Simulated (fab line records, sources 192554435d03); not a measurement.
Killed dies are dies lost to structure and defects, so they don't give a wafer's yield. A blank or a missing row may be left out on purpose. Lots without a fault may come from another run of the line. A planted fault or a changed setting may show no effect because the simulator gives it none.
One fault seen from 2 desks | flow n5_finfet | each desk has only its own numbers; what lay behind them comes last

THE METROLOGY DESK
What the gauges read, lot by lot, whatever tool the lot ran on: means of the sampled wafers that have a number. A lot is out of limits, marked OUT, if its mean lies more than 4 standard deviations from the usual mean; the brackets give that distance. Of its 18 readings 7 are shown: the one that was out of limits first, and those that lie furthest out on some lot.
Columns: A = IOFF_N at N5_BEOL_M4_RC_MEAS_101, usual 0.163 nA/um; B = IOFF_N_85C at N5_BEOL_M4_RC_MEAS_101, usual 3.2 nA/um; C = IOFF_N_LIN at N5_BEOL_M4_RC_MEAS_101, usual 0.075 nA/um; D = IOFF_N_LONG at N5_BEOL_M4_RC_MEAS_101, usual 5.56e-05 nA/um; E = VT_N at N5_BEOL_M4_RC_MEAS_101, usual 249.3 mV; F = VT_N_LONG at N5_BEOL_M4_RC_MEAS_101, usual 274.8 mV; G = VT_N_LVT at N5_BEOL_M4_RC_MEAS_101, usual 98.2 mV
lot  | first seen here | A                | B              | C                | D                  | E                | F               | G
L737 | day 10 19:16    | 0.311 (+5.7) OUT | 5.4 (+5.3) OUT | 0.151 (+7.7) OUT | 1.09e-04 (+25) OUT | 229.4 (-6.9) OUT | 254.0 (-13) OUT | 79.9 (-6.5) OUT
L739 | day 11 14:32    | 0.372 (+8.0) OUT | 6.2 (+7.2) OUT | 0.169 (+9.6) OUT | 1.11e-04 (+26) OUT | 228.0 (-7.3) OUT | 255.5 (-12) OUT | 77.8 (-7.3) OUT
L748 | day 13 19:10    | 0.133            | 2.7            | 0.064            | 5.30e-05           | 253.5            | 276.5           | 102.7
L751 | day 14 04:36    | 0.156            | 3.0            | 0.072            | 5.49e-05           | 250.0            | 273.7           | 98.6
This desk's finding: out of limits on L737, L739; first on L737, day 10 19:16 (IOFF_N at N5_BEOL_M4_RC_MEAS_101). In limits: L748, L751.

THE TOOL OWNER'S DESK: ald_metal-02
The tool's own readings at N5_HKMG_FIN_ALD_91 (deposits TiN, target thk 1 nm, pulse time 1 s, purge time 3 s): means of the sampled wafers that have a number, for each lot that ran on this tool. A lot is out of limits, marked OUT, if its mean lies more than 4 standard deviations from the usual mean; the brackets give that distance.
Columns: A = chamber_pressure_Torr at N5_HKMG_FIN_ALD_91, usual 3.000 Torr; B = heater_power_w at N5_HKMG_FIN_ALD_91, usual 844 W; C = precursor_pulse_height_rel at N5_HKMG_FIN_ALD_91, usual 1.000
lot  | first seen here | A     | B   | C
L737 | day 6 01:26     | 3.000 | 861 | 0.992
L739 | day 6 17:03     | 3.002 | 836 | 0.992
L748 | day 9 00:26     | 2.997 | 821 | 1.012
This desk's finding: nothing out of limits on any of the 3 lots.

PUT TOGETHER
The metrology desk could have raised an alarm at day 10 19:16, on L737, L739.
The tool owner's desk saw nothing out of limits.
The tool owner's desk has L737, L739 on record, within its limits.
Of the lots named, all ran N5_HKMG_FIN_ALD_91 on ald_metal-02.

WHAT THE SIMULATOR HAD PUT IN
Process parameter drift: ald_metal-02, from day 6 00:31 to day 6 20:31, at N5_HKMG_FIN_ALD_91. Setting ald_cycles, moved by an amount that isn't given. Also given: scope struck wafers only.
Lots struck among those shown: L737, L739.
Hours from the fault's start to each desk's first reading out of limits: the metrology desk, 115.
